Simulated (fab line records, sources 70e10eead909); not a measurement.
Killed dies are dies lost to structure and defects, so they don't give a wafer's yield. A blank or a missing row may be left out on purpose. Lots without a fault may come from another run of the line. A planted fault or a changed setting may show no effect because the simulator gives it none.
fab line records | flow nand_harc
record lots=12 wafers=36 last_day=32
route steps=1302 shown P_M1@308 P_M2@325 END@1302
lots that met no fault: from a run of the same line without faults
start_h: hours from the record's first day to the start of the lot's first wafer shown | wait_h: hours since the lot's step before | " the same as in the row above | L1.1+2: a row that stands for several wafers | - no value, or no start given | * or withheld: withheld | < > ~ a bound
route shown NAME@n: a module of which the file shows steps, and the number in the route of the first | usual: mean/standard deviation of fault-free wafers | same: alike in all rows | chamber/n: place in a boat | sites: the reading at each site | _std_site: their standard deviation | _edge_site: outer sites' mean less inner sites' | radius_mm: how far each site lies from the wafer's centre | mask NAME#n: copy n | behind: the tool/chamber that last shaped the wafer | hold: why the lot was held/for how many hours/how that ended | device: the transistor (n, p or np) that didn't switch | end of line: the same wafers' tests at the end of the route | a step without rows: its recipe alone | killed: dies lost to structure and defects at the first sort, not the wafer's yield | map: a wafer's dies, x killed, . not, _ none there
set.NAME: the setting as run; set.NAME@STEP: as run at that earlier step | model.NAME: the simulator's own value behind a step, which no gauge read
steps of the route over a sample of lots; a table a step, a row a wafer
services: from which hour (start_h, from the record's first day; less than 0 if before it) a tool's chamber was out of use, for how many hours, and why
## steps
# step NHARC_P_M1_PVD_21
# recipe target_thk_a=300 chamber_pressure_pa=5 power_w=5000 substrate_temp_c=30 time_s=20.49 material=Cu
# usual chamber_pressure_pa=4.999/0.0098 substrate_temp_c=29.99/0.11 throttle_valve_pct=30.3/1.1
# columns lot.wafer tool chamber start_h wait_h chamber_pressure_pa substrate_temp_c throttle_valve_pct
L680.1 pvd_sputter-01 - - - 5.001 29.85 31.8
L680.6 " - " " 5.001 29.96 29.8
L680.5 " - " " 5.005 30.04 30.8
L681.4 pvd_sputter-01 - - - 4.999 29.96 29.7
L681.2 " - " " 4.989 30.13 31.4
L681.5 " - " " 5.011 29.86 29.6
L686.3 pvd_sputter-02 - - - 4.994 29.99 31.9
L686.2 " - " " 5.000 30.07 27.7
L686.5 " - " " 5.003 30.13 29.7
L687.3 pvd_sputter-01 - - - 5.007 29.88 30.9
L687.6 " - " " 5.007 29.84 30.9
L687.5 " - " " 4.980 29.73 31.6
L688.4 pvd_sputter-01 - - - 5.012 30.10 30.8
L688.2 " - " " 5.024 30.00 32.1
L688.5 " - " " 5.010 30.10 30.7
L689.2 pvd_sputter-01 - - - 5.001 30.02 31.6
L689.3 " - " " 5.020 30.28 31.0
L689.6 " - " " 5.005 30.05 30.8
L693.3 pvd_sputter-03 - - - 4.991 30.03 31.4
L693.6 " - " " 4.994 30.06 29.5
L693.5 " - " " 4.989 30.00 28.7
L695.1 pvd_sputter-03 - - - 4.995 30.11 29.9
L695.4 " - " " 5.018 30.16 28.8
L695.5 " - " " 4.989 29.87 31.4
L698.2 pvd_sputter-01 - - - 4.992 29.99 31.5
L698.1 " - " " 5.000 30.14 30.1
L698.5 " - " " 5.006 29.93 31.8
L700.1 pvd_sputter-03 - - - 4.998 30.05 28.7
L700.2 " - " " 4.991 30.18 29.7
L700.5 " - " " 5.018 29.97 28.8
L701.2 pvd_sputter-03 - - - 4.998 29.89 29.7
L701.4 " - " " 5.002 30.07 29.9
L701.5 " - " " 4.988 30.01 30.1
L702.2 pvd_sputter-01 - - - 5.000 29.76 31.2
L702.3 " - " " 5.007 29.90 31.6
L702.4 " - " " 5.015 29.92 29.3
# step NHARC_P_M1_THK_MEAS_24
# recipe thk_meas_gauge=xrf
# usual thk_nm=157.6/1.4
# columns lot.wafer tool chamber start_h wait_h thk_nm
L680.1 film_metro-01 - 128.01 - 158.4
L680.5 " - " " 157.9
L680.6 " - " " 160.3
L681.2 film_metro-02 - 143.14 - 155.3
L681.4 " - " " 158.2
L681.5 " - " " 157.4
L686.2 film_metro-02 - 191.75 - 158.0
L686.3 " - " " 156.1
L686.5 " - " " 156.4
L687.3 film_metro-01 - 203.94 - 156.8
L687.5 " - " " 158.2
L687.6 " - " " 158.9
L688.2 film_metro-01 - 216.74 - 157.4
L688.4 " - " " 157.8
L688.5 " - " " 155.3
L689.2 film_metro-01 - 224.02 - 159.1
L689.3 " - " " 155.9
L689.6 " - " " 158.3
L693.3 film_metro-01 - 258.33 - 156.4
L693.5 " - " " 152.3
L693.6 " - " " 158.1
L695.1 film_metro-02 - 285.23 - 157.5
L695.4 " - " " 161.0
L695.5 " - " " 158.8
L698.1 film_metro-02 - 310.77 - 158.4
L698.2 " - " " 157.0
L698.5 " - " " 158.9
L700.1 film_metro-02 - 325.14 - 158.0
L700.2 " - " " 159.1
L700.5 " - " " 156.4
L701.2 film_metro-01 - 335.59 - 157.9
L701.4 " - " " 157.6
L701.5 " - " " 157.7
L702.2 film_metro-01 - 344.51 - 158.3
L702.3 " - " " 159.7
L702.4 " - " " 159.1
# step NHARC_P_M2_EXPOSE_06
# recipe na=1.35 target_cd_nm=170 dose_mj=80.78 mask_id=P_M2
# usual exposure_dose_mJ_cm2=80.68/0.098 reticle_temp_C=23.00/0.097
# columns lot.wafer tool chamber start_h wait_h mask exposure_dose_mJ_cm2 reticle_temp_C
L680.1 arfi_scanner-03 0 129.42 - P_M2#0 80.79 23.01
L680.5 " 0 " " P_M2#0 80.74 23.00
L680.6 " 0 " " P_M2#0 80.65 22.95
L681.2 arfi_scanner-03 0 144.43 - P_M2#0 80.55 22.99
L681.4 " 0 " " P_M2#0 80.64 22.89
L681.5 " 0 " " P_M2#0 80.59 22.91
L686.2 arfi_scanner-03 0 193.15 - P_M2#0 84.91 22.87
L686.3 " 0 " " P_M2#0 84.97 22.97
L686.5 " 0 " " P_M2#0 84.92 23.06
L687.3 arfi_scanner-03 0 205.25 - P_M2#0 83.98 22.98
L687.5 " 0 " " P_M2#0 83.98 23.02
L687.6 " 0 " " P_M2#0 84.00 22.86
L688.2 arfi_scanner-03 0 218.03 - P_M2#0 83.37 23.29
L688.4 " 0 " " P_M2#0 83.42 23.03
L688.5 " 0 " " P_M2#0 83.34 23.06
L689.2 arfi_scanner-03 0 225.30 - P_M2#0 82.85 22.97
L689.3 " 0 " " P_M2#0 82.65 22.99
L689.6 " 0 " " P_M2#0 82.76 23.00
L693.3 arfi_scanner-01 0 259.63 - P_M2#0 80.86 23.11
L693.5 " 0 " " P_M2#0 80.74 23.09
L693.6 " 0 " " P_M2#0 80.76 23.00
L695.1 arfi_scanner-02 0 286.62 - P_M2#0 80.85 22.91
L695.4 " 0 " " P_M2#0 80.80 22.99
L695.5 " 0 " " P_M2#0 80.74 22.90
L698.1 arfi_scanner-01 0 312.18 - P_M2#0 80.74 23.13
L698.2 " 0 " " P_M2#0 80.82 23.12
L698.5 " 0 " " P_M2#0 80.71 23.05
L700.1 arfi_scanner-02 0 326.55 - P_M2#0 80.74 23.23
L700.2 " 0 " " P_M2#0 80.74 23.11
L700.5 " 0 " " P_M2#0 80.61 23.11
L701.2 arfi_scanner-02 0 336.89 - P_M2#0 80.78 22.88
L701.4 " 0 " " P_M2#0 80.70 22.98
L701.5 " 0 " " P_M2#0 80.76 22.98
L702.2 arfi_scanner-02 0 345.80 - P_M2#0 80.85 22.89
L702.3 " 0 " " P_M2#0 80.87 23.06
L702.4 " 0 " " P_M2#0 80.87 23.22
# step NHARC_P_M2_DESCUM_14
# recipe time_s=3 o2_flow_sccm=200 ar_flow_sccm=0 bias_power_w=0 chemistry=O2
# usual drypump_motor_current_A=5.6/0.55 oes_product_au=0.996/0.011 rf_vpp_V=57.7/0.77 showerhead_plenum_p_Torr=1.92/0.054 throttle_valve_pct=11.311/0.009
# columns lot.wafer tool chamber start_h wait_h drypump_motor_current_A oes_product_au rf_hours_counter_h rf_vpp_V showerhead_plenum_p_Torr throttle_valve_pct
L680.1 rie_diel-07 1 129.75 0.1 5.1 0.989 0.1 58.0 1.89 11.313
L680.5 " 0 " " 6.6 0.988 - 58.1 1.90 11.307
L680.6 " 1 " " 5.1 1.006 - 57.9 1.89 11.312
L681.2 rie_diel-10 1 144.77 0.1 6.4 0.993 3.1 58.8 1.96 11.315
L681.4 " 2 " " 5.6 0.994 3.0 57.8 1.91 11.329
L681.5 " 3 " " 4.7 0.990 - 57.9 1.99 11.310
L686.2 rie_diel-05 2 193.49 0.1 5.2 0.983 9.6 58.1 1.94 11.299
L686.3 " 3 " " 5.8 1.011 8.4 57.9 1.93 11.321
L686.5 " 1 " " 5.6 0.981 - 57.2 1.82 11.308
L687.3 rie_diel-07 3 205.59 0.1 6.5 1.006 3.8 57.8 1.88 11.309
L687.6 " 0 " " 6.7 1.002 - 57.0 1.90 11.302
L687.5 " 1 " " 5.1 1.009 - 57.2 1.89 11.315
L688.4 rie_diel-05 1 218.35 0.1 5.6 0.996 11.2 57.5 1.82 11.315
L688.2 " 2 " " 5.2 0.992 11.4 58.2 1.94 11.292
L688.5 " 2 " " 5.2 1.001 - 56.1 1.94 11.310
L689.2 rie_diel-10 2 225.62 0.1 5.6 0.991 5.7 57.8 1.91 11.304
L689.3 " 0 " " 5.5 0.989 7.0 57.6 1.90 11.306
L689.6 " 3 " " 4.7 0.991 - 58.3 1.98 11.308
L693.3 rie_diel-10 0 259.97 0.1 5.5 0.984 0.1 58.1 1.90 11.323
L693.6 " 1 " " 6.4 0.977 - 57.8 1.96 11.310
L693.5 " 2 " " 5.5 0.996 - 57.5 1.91 11.309
L695.4 rie_diel-05 0 286.97 0.1 5.3 0.997 2.4 57.5 1.93 11.316
L695.1 " 1 " " 5.6 0.998 2.5 57.4 1.82 11.295
L695.5 " 2 " " 5.2 0.990 - 57.5 1.94 11.324
L698.1 rie_diel-05 1 312.51 0.1 5.6 1.013 5.2 58.7 1.82 11.305
L698.2 " 2 " " 5.2 1.000 6.3 57.5 1.93 11.322
L698.5 " 1 " " 5.6 1.008 - 56.6 1.82 11.311
L700.2 rie_diel-05 3 326.88 0.1 5.8 1.004 6.3 58.5 1.93 11.321
L700.1 " 2 " " 5.2 0.992 7.2 56.0 1.93 11.314
L700.5 " 3 " " 5.8 1.001 - 57.5 1.93 11.307
L701.4 rie_diel-10 0 337.23 0.1 5.5 0.988 5.8 56.9 1.90 11.305
L701.2 " 1 " " 6.4 0.973 5.3 58.1 1.95 11.307
L701.5 " 3 " " 4.7 0.984 - 57.4 1.98 11.316
L702.2 rie_diel-10 3 346.12 0.1 4.7 1.004 6.3 57.8 1.98 11.312
L702.3 " 1 " " 6.4 0.978 5.7 57.9 1.95 11.321
L702.4 " 2 " " 5.6 0.987 5.8 56.7 1.91 11.315
# step NHARC_END_SORT_01
# recipe temp_c=25
# usual defect_limited_yield=91.1/2.9 killed_at_array=55/19 killed_at_other=0.8/1.1 killed_at_periphery=4.0/2.6 killed_dies=60/20 killed_open=3.4/1.7 killed_short=2.6/1.5
# same gross_dies=677
# columns lot.wafer tool chamber start_h wait_h defect_limited_yield[%] killed_at_array killed_at_other killed_at_periphery killed_dies killed_open killed_short
L680.1 prober-01 0 571.20 2.5 95.3 30 0 2 32 4 4
L680.5 prober-01 0 574.37 3.7 94.1 34 0 6 40 5 6
L680.6 prober-01 0 575.16 4.0 96.5 18 0 6 24 1 2
L681.2 prober-02 0 590.49 2.8 92.9 46 0 2 48 4 2
L681.4 prober-02 0 592.11 3.4 93.1 41 1 5 47 2 1
L681.5 prober-02 0 592.92 3.7 93.5 39 0 5 44 5 4
L686.2 prober-01 0 623.15 2.8 92.3 49 0 3 52 6 4
L686.3 prober-01 0 623.95 3.1 93.8 38 3 1 42 4 0
L686.5 prober-01 0 625.55 3.7 92.3 46 0 6 52 5 4
L687.3 prober-02 0 645.61 3.1 87.0 88 0 0 88 2 2
L687.5 prober-02 0 647.23 3.7 87.9 80 0 2 82 3 2
L687.6 prober-02 0 648.03 4.0 86.4 82 0 10 92 5 2
L688.2 prober-01 0 653.68 2.8 94.5 32 1 4 37 3 1
L688.4 prober-01 0 655.27 3.4 95.0 30 1 3 34 6 2
L688.5 prober-01 0 656.06 3.7 96.0 22 0 5 27 3 4
L689.2 prober-02 0 658.98 2.8 88.5 74 2 2 78 1 1
L689.3 prober-02 0 659.78 3.1 85.4 93 3 3 99 1 3
L689.6 prober-02 0 662.18 4.0 87.6 76 2 6 84 4 6
L693.3 prober-01 0 684.05 3.1 91.3 55 0 4 59 5 3
L693.5 prober-01 0 685.66 3.7 91.0 60 1 0 61 3 2
L693.6 prober-01 0 686.47 4.0 90.5 60 0 4 64 2 2
L695.1 prober-01 0 710.11 2.5 92.5 44 0 7 51 2 3
L695.4 prober-01 0 712.52 3.4 92.9 47 0 1 48 2 1
L695.5 prober-01 0 713.32 3.7 94.2 37 0 2 39 2 3
L698.1 prober-01 0 739.54 2.5 93.6 40 0 3 43 1 1
L698.2 prober-01 0 740.35 2.8 94.1 35 1 4 40 3 3
L698.5 prober-01 0 742.76 3.7 92.2 51 0 2 53 2 2
L700.1 prober-01 0 762.22 2.5 95.7 27 0 2 29 1 0
L700.2 prober-01 0 763.01 2.8 95.3 27 0 5 32 3 2
L700.5 prober-01 0 765.39 3.7 93.1 44 0 3 47 6 4
L702.2 prober-02 0 773.95 2.8 89.8 66 0 3 69 1 1
L702.3 prober-02 0 774.74 3.1 88.6 77 0 0 77 7 4
L702.4 prober-02 0 775.53 3.4 90.3 63 0 3 66 2 3
L701.2 prober-01 0 774.01 2.8 91.6 52 2 3 57 3 2
L701.4 prober-01 0 775.61 3.4 93.2 36 2 8 46 2 2
L701.5 prober-01 0 776.41 3.7 90.3 56 2 8 66 3 5
# killed by level:class
L680.1 A_CHANNEL_HOLE_D2:chamber_film_flake=5 A_CONTACT:unspecified=5 A_CHANNEL_HOLE_D1:chamber_film_flake=3 A_SLIT:chamber_film_flake=3 A_WL_FILL:chamber_film_flake=3 A_M0:geometric_particle:short=2 P_M2:chamber_film_flake=2 A_CHANNEL_FILL_D2:chamber_film_flake=2
L680.5 A_CHANNEL_HOLE_D2:chamber_film_flake=6 A_CHANNEL_HOLE_D1:chamber_film_flake=5 A_STAIRCASE:chamber_film_flake=5 A_CONTACT:unspecified=5 P_GATE:chamber_film_flake=3 A_WL_FILL:chamber_film_flake=3 P_STI:geometric_particle:short=1 P_M2:geometric_particle:short=1
L680.6 A_CHANNEL_HOLE_D2:chamber_film_flake=6 P_M2:chamber_film_flake=3 A_CHANNEL_HOLE_D1:chamber_film_flake=3 A_CONTACT:unspecified=3 A_CONTACT:chamber_film_flake=2 P_M0:geometric_particle:short=1 A_CHANNEL_FILL_D1:geometric_particle:open=1 A_WL_FILL:geometric_particle:short=1
L681.2 A_CHANNEL_HOLE_D2:chamber_film_flake=31 A_ZERO_WELL:chamber_film_flake=4 A_CHANNEL_HOLE_D1:chamber_film_flake=3 A_SGD_CUT:chamber_film_flake=2 P_CONTACT:geometric_particle:open=1 P_M0:geometric_particle:open=1 A_CHANNEL_FILL_D1:geometric_particle:short=1 A_ONON_D2:geometric_particle:open=1
L681.4 A_CHANNEL_HOLE_D2:chamber_film_flake=35 P_STI:chamber_film_flake=2 P_GATE:chamber_film_flake=2 P_STI:geometric_particle:open=1 A_ONON_D1:geometric_particle:open=1 A_CHANNEL_FILL_D2:geometric_particle:short=1 A_ZERO_WELL:chamber_film_flake=1 A_STAIRCASE:chamber_film_flake=1
L681.5 A_CHANNEL_HOLE_D2:chamber_film_flake=26 A_CHANNEL_HOLE_D1:chamber_film_flake=3 A_WL_FILL:geometric_particle:open=2 A_STAIRCASE:chamber_film_flake=2 P_CONTACT:geometric_particle:short=1 P_M1:geometric_particle:open=1 P_M2:geometric_particle:short=1 P_M2:geometric_particle:open=1
L686.2 A_CHANNEL_HOLE_D2:chamber_film_flake=28 P_ZERO_WELL:chamber_film_flake=3 A_CHANNEL_HOLE_D1:chamber_film_flake=3 A_CONTACT:chamber_film_flake=3 A_CHANNEL_FILL_D1:geometric_particle:open=2 A_M1:geometric_particle:open=2 A_ZERO_WELL:chamber_film_flake=2 A_SOURCE_PLATE:geometric_particle:short=1
L686.3 A_CHANNEL_HOLE_D2:chamber_film_flake=26 A_CHANNEL_HOLE_D1:chamber_film_flake=5 A_ZERO_WELL:chamber_film_flake=2 THIN_TSV:chamber_film_flake=2 A_ONON_D1:geometric_particle:open=1 A_CHANNEL_FILL_D1:geometric_particle:open=1 A_CHANNEL_FILL_D2:geometric_particle:open=1 STARTING-WAFER:geometric_particle:open=1
L686.5 A_CHANNEL_HOLE_D2:chamber_film_flake=26 A_CHANNEL_HOLE_D1:chamber_film_flake=5 P_ZERO_WELL:chamber_film_flake=3 A_CONTACT:chamber_film_flake=3 P_M0:geometric_particle:short=2 A_CHANNEL_FILL_D1:geometric_particle:open=2 A_ZERO_WELL:chamber_film_flake=2 P_M0:geometric_particle:open=1
L687.3 A_CHANNEL_HOLE_D1:chamber_film_flake=31 A_SLIT:chamber_film_flake=26 A_CHANNEL_HOLE_D2:chamber_film_flake=24 A_SOURCE_PLATE:geometric_particle:short=1 A_ONON_D1:geometric_particle:open=1 A_CHANNEL_HOLE_D1:geometric_particle:open=1 A_WL_FILL:geometric_particle:short=1 A_DECK1_JOINT:chamber_film_flake=1
L687.5 A_CHANNEL_HOLE_D1:chamber_film_flake=32 A_SLIT:chamber_film_flake=24 A_CHANNEL_HOLE_D2:chamber_film_flake=15 P_M1:chamber_film_flake=2 A_STAIRCASE:chamber_film_flake=2 A_ONON_D1:geometric_particle:open=1 A_CHANNEL_FILL_D1:geometric_particle:open=1 A_SGD_CUT:geometric_particle:short=1
L687.6 A_SLIT:chamber_film_flake=29 A_CHANNEL_HOLE_D1:chamber_film_flake=28 A_CHANNEL_HOLE_D2:chamber_film_flake=7 P_M1:chamber_film_flake=5 A_CONTACT:chamber_film_flake=5 A_ZERO_WELL:chamber_film_flake=4 P_ZERO_WELL:chamber_film_flake=3 A_WL_FILL:chamber_film_flake=2
L688.2 A_CHANNEL_HOLE_D2:chamber_film_flake=14 A_CHANNEL_HOLE_D1:chamber_film_flake=8 A_CONTACT:chamber_film_flake=4 A_M1:geometric_particle:open=2 A_STAIRCASE:chamber_film_flake=2 P_CONTACT:geometric_particle:open=1 P_M2:geometric_particle:short=1 P_ZERO_WELL:chamber_film_flake=1
L688.4 A_CHANNEL_HOLE_D2:chamber_film_flake=11 A_CHANNEL_HOLE_D1:chamber_film_flake=6 A_ONON_D1:geometric_particle:open=3 A_SLIT:chamber_film_flake=2 A_WL_FILL:chamber_film_flake=2 A_CONTACT:chamber_film_flake=2 P_M2:geometric_particle:short=1 A_CHANNEL_FILL_D1:geometric_particle:open=1
L688.5 A_CHANNEL_HOLE_D1:chamber_film_flake=4 A_CHANNEL_HOLE_D2:chamber_film_flake=4 A_SLIT:chamber_film_flake=4 A_WL_FILL:geometric_particle:short=2 A_CONTACT:chamber_film_flake=2 P_GATE:geometric_particle:open=1 P_M0:geometric_particle:open=1 P_M0:geometric_particle:short=1
L689.2 A_CHANNEL_HOLE_D1:chamber_film_flake=32 A_SLIT:chamber_film_flake=25 A_CHANNEL_HOLE_D2:chamber_film_flake=12 P_BONDPAD:chamber_film_flake=2 A_ZERO_WELL:chamber_film_flake=2 THIN_TSV:chamber_film_flake=2 A_SGD_CUT:geometric_particle:short=1 A_CONTACT:geometric_particle:open=1
L689.3 A_CHANNEL_HOLE_D1:chamber_film_flake=43 A_SLIT:chamber_film_flake=30 A_CHANNEL_HOLE_D2:chamber_film_flake=10 A_CONTACT:chamber_film_flake=5 THIN_TSV:chamber_film_flake=3 P_BONDPAD:chamber_film_flake=2 A_DECK1_JOINT:geometric_particle:short=1 A_DECK1_JOINT:geometric_particle:open=1
L689.6 A_CHANNEL_HOLE_D1:chamber_film_flake=35 A_SLIT:chamber_film_flake=20 A_CONTACT:chamber_film_flake=8 A_CHANNEL_HOLE_D2:chamber_film_flake=5 A_STAIRCASE:chamber_film_flake=3 P_M0:geometric_particle:open=2 A_WL_FILL:geometric_particle:short=2 P_CONTACT:geometric_particle:open=1
L693.3 A_SLIT:chamber_film_flake=28 A_CHANNEL_HOLE_D2:chamber_film_flake=6 A_STAIRCASE:chamber_film_flake=5 P_M2:chamber_film_flake=3 A_CHANNEL_FILL_D2:chamber_film_flake=3 A_CHANNEL_HOLE_D1:chamber_film_flake=2 A_CONTACT:chamber_film_flake=2 A_ONON_D1:geometric_particle:open=1
L693.5 A_SLIT:chamber_film_flake=27 A_CHANNEL_HOLE_D2:chamber_film_flake=11 A_CHANNEL_HOLE_D1:chamber_film_flake=8 A_STAIRCASE:chamber_film_flake=3 A_WL_FILL:chamber_film_flake=3 A_CONTACT:chamber_film_flake=2 A_ONON_D2:geometric_particle:short=1 A_CHANNEL_FILL_D2:geometric_particle:open=1
L693.6 A_SLIT:chamber_film_flake=33 A_CHANNEL_HOLE_D1:chamber_film_flake=7 A_CHANNEL_HOLE_D2:chamber_film_flake=4 A_STAIRCASE:chamber_film_flake=4 A_WL_FILL:chamber_film_flake=3 A_DECK1_JOINT:chamber_film_flake=2 A_CHANNEL_FILL_D2:chamber_film_flake=2 A_CONTACT:chamber_film_flake=2
L695.1 A_SLIT:chamber_film_flake=21 A_CHANNEL_HOLE_D1:chamber_film_flake=11 P_GATE:chamber_film_flake=3 P_BONDPAD:chamber_film_flake=3 A_CHANNEL_FILL_D2:chamber_film_flake=3 A_STAIRCASE:chamber_film_flake=3 P_STI:geometric_particle:short=1 A_SOURCE_PLATE:geometric_particle:short=1
L695.4 A_SLIT:chamber_film_flake=33 A_CHANNEL_HOLE_D1:chamber_film_flake=5 A_DECK1_JOINT:chamber_film_flake=3 A_CHANNEL_FILL_D2:chamber_film_flake=3 A_DECK1_JOINT:geometric_particle:open=1 A_ONON_D2:geometric_particle:open=1 A_SGD_CUT:geometric_particle:short=1 P_ZERO_WELL:chamber_film_flake=1
L695.5 A_SLIT:chamber_film_flake=22 A_CHANNEL_HOLE_D1:chamber_film_flake=5 A_ONON_D1:geometric_particle:short=2 A_BLC:geometric_particle:open=2 P_GATE:chamber_film_flake=2 A_STAIRCASE:chamber_film_flake=2 A_M0:geometric_particle:short=1 A_DECK1_JOINT:chamber_film_flake=1
L698.1 A_CHANNEL_HOLE_D1:chamber_film_flake=25 A_SLIT:chamber_film_flake=7 A_CONTACT:chamber_film_flake=3 P_STI:chamber_film_flake=2 A_ONON_D1:geometric_particle:open=1 A_M0:geometric_particle:short=1 P_GATE:chamber_film_flake=1 A_CHANNEL_FILL_D1:chamber_film_flake=1
L698.2 A_CHANNEL_HOLE_D1:chamber_film_flake=23 A_CONTACT:chamber_film_flake=4 P_CONTACT:geometric_particle:open=2 A_SLIT:chamber_film_flake=2 A_CHANNEL_FILL_D1:chamber_film_flake=2 P_GATE:geometric_particle:short=1 A_CHANNEL_FILL_D1:geometric_particle:short=1 A_CHANNEL_FILL_D2:geometric_particle:short=1
L698.5 A_CHANNEL_HOLE_D1:chamber_film_flake=28 A_CHANNEL_FILL_D1:chamber_film_flake=6 A_CONTACT:chamber_film_flake=6 A_SLIT:chamber_film_flake=5 A_STAIRCASE:chamber_film_flake=2 P_GATE:geometric_particle:short=1 A_DECK1_JOINT:geometric_particle:open=1 A_CHANNEL_HOLE_D2:geometric_particle:open=1
L700.1 A_CHANNEL_HOLE_D1:chamber_film_flake=17 A_SLIT:chamber_film_flake=4 A_STAIRCASE:chamber_film_flake=3 P_M0:chamber_film_flake=2 A_ZERO_WELL:chamber_film_flake=2 A_CHANNEL_FILL_D2:geometric_particle:open=1
L700.2 A_CHANNEL_HOLE_D1:chamber_film_flake=14 A_SLIT:chamber_film_flake=7 A_STAIRCASE:chamber_film_flake=2 P_GATE:geometric_particle:open=1 P_M0:geometric_particle:short=1 P_M2:geometric_particle:open=1 A_CONTACT:geometric_particle:short=1 A_BLC:geometric_particle:open=1
L700.5 A_CHANNEL_HOLE_D1:chamber_film_flake=14 A_STAIRCASE:chamber_film_flake=6 A_SLIT:chamber_film_flake=6 A_CONTACT:chamber_film_flake=4 A_ONON_D1:geometric_particle:short=3 P_M0:chamber_film_flake=2 A_CHANNEL_HOLE_D2:chamber_film_flake=2 A_SOURCE_PLATE:geometric_particle:short=1
L702.2 A_CHANNEL_HOLE_D2:chamber_film_flake=24 A_CONTACT:chamber_film_flake=18 A_CHANNEL_HOLE_D1:chamber_film_flake=10 A_SLIT:chamber_film_flake=6 P_STI:chamber_film_flake=3 A_WL_FILL:chamber_film_flake=3 A_STAIRCASE:chamber_film_flake=2 A_DECK1_JOINT:geometric_particle:short=1
L701.2 A_SLIT:chamber_film_flake=35 A_CONTACT:chamber_film_flake=6 A_ZERO_WELL:chamber_film_flake=3 A_CHANNEL_HOLE_D1:unspecified=3 P_STI:chamber_film_flake=2 THIN_TSV:chamber_film_flake=2 P_M0:geometric_particle:short=1 A_ONON_D2:geometric_particle:short=1
L702.3 A_CHANNEL_HOLE_D2:chamber_film_flake=24 A_CHANNEL_HOLE_D1:chamber_film_flake=14 A_CONTACT:chamber_film_flake=13 A_SLIT:chamber_film_flake=7 A_STAIRCASE:chamber_film_flake=5 A_CHANNEL_FILL_D2:geometric_particle:open=4 A_ONON_D1:geometric_particle:open=2 A_WL_FILL:chamber_film_flake=2
L702.4 A_CHANNEL_HOLE_D2:chamber_film_flake=23 A_CHANNEL_HOLE_D1:chamber_film_flake=10 A_SLIT:chamber_film_flake=9 A_CONTACT:chamber_film_flake=9 A_STAIRCASE:chamber_film_flake=8 P_STI:chamber_film_flake=2 P_CONTACT:geometric_particle:short=1 A_CHANNEL_FILL_D2:geometric_particle:open=1
L701.4 A_SLIT:chamber_film_flake=21 A_CONTACT:chamber_film_flake=9 P_STI:chamber_film_flake=3 P_GATE:chamber_film_flake=3 A_ZERO_WELL:chamber_film_flake=2 A_CHANNEL_HOLE_D1:unspecified=2 THIN_TSV:chamber_film_flake=2 P_CONTACT:geometric_particle:open=1
L701.5 A_SLIT:chamber_film_flake=33 P_GATE:chamber_film_flake=5 A_CONTACT:chamber_film_flake=5 A_ZERO_WELL:chamber_film_flake=4 P_STI:chamber_film_flake=3 A_CHANNEL_HOLE_D1:chamber_film_flake=3 A_CHANNEL_FILL_D1:geometric_particle:short=2 A_STAIRCASE:chamber_film_flake=2
## services
# columns tool chamber start_h hours kind
arfi_scanner-01 - 115.55 12.6 repair
rie_diel-05 3 123.40 7.5 repair
arfi_scanner-02 - 141.86 4.0 pm
rie_diel-05 2 155.53 7.6 repair
pvd_sputter-01 - 156.94 2.0 repair
arfi_scanner-02 - 160.76 0.2 repair
pvd_sputter-03 - 170.03 10.0 pm
rie_diel-10 2 181.87 9.0 repair
arfi_scanner-03 - 196.00 4.0 pm
pvd_sputter-03 - 198.86 4.8 repair
rie_diel-10 0 207.71 4.6 repair
pvd_sputter-01 - 226.00 10.0 pm
arfi_scanner-02 - 227.30 0.3 repair
rie_diel-05 - 229.60 9.0 pm
arfi_scanner-02 - 241.81 0.4 repair
rie_diel-10 - 242.50 9.0 pm
arfi_scanner-02 - 254.99 0.6 repair
rie_diel-05 - 289.06 3.4 repair
pvd_sputter-03 - 290.47 0.6 repair
arfi_scanner-03 - 291.77 7.0 repair
arfi_scanner-03 - 311.13 0.7 repair
arfi_scanner-02 - 313.86 4.0 pm
arfi_scanner-03 - 320.40 0.9 repair
pvd_sputter-03 - 344.22 1.5 repair
## key
first_sign step=NHARC_P_M2_EXPOSE_06 reading=exposure_dose_mJ_cm2 direction=up sigmas=31 usual=80.68 struck=83.76
effect none on later readings
met_at NHARC_P_M2_EXPOSE_06
struck_lots L686,L687,L688,L689
loop_trim step=NHARC_P_M2_EXPOSE_06 setting=dose lots=L687,L688,L689
not_acting_at NHARC_P_M1_PVD_21,NHARC_P_M1_THK_MEAS_24,NHARC_P_M2_DESCUM_14
onset_between 144.43 193.15
fault kind=process_parameter_drift tool=arfi_scanner-03 chamber=- onset_h=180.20 steps=NHARC_P_M2_EXPOSE_06 channel=dose_mj offset=4.2033 shape=step acts_in=these_recipes_only stated=80.78
# loop_trim: a control loop set the setting to another value than it would have without faults
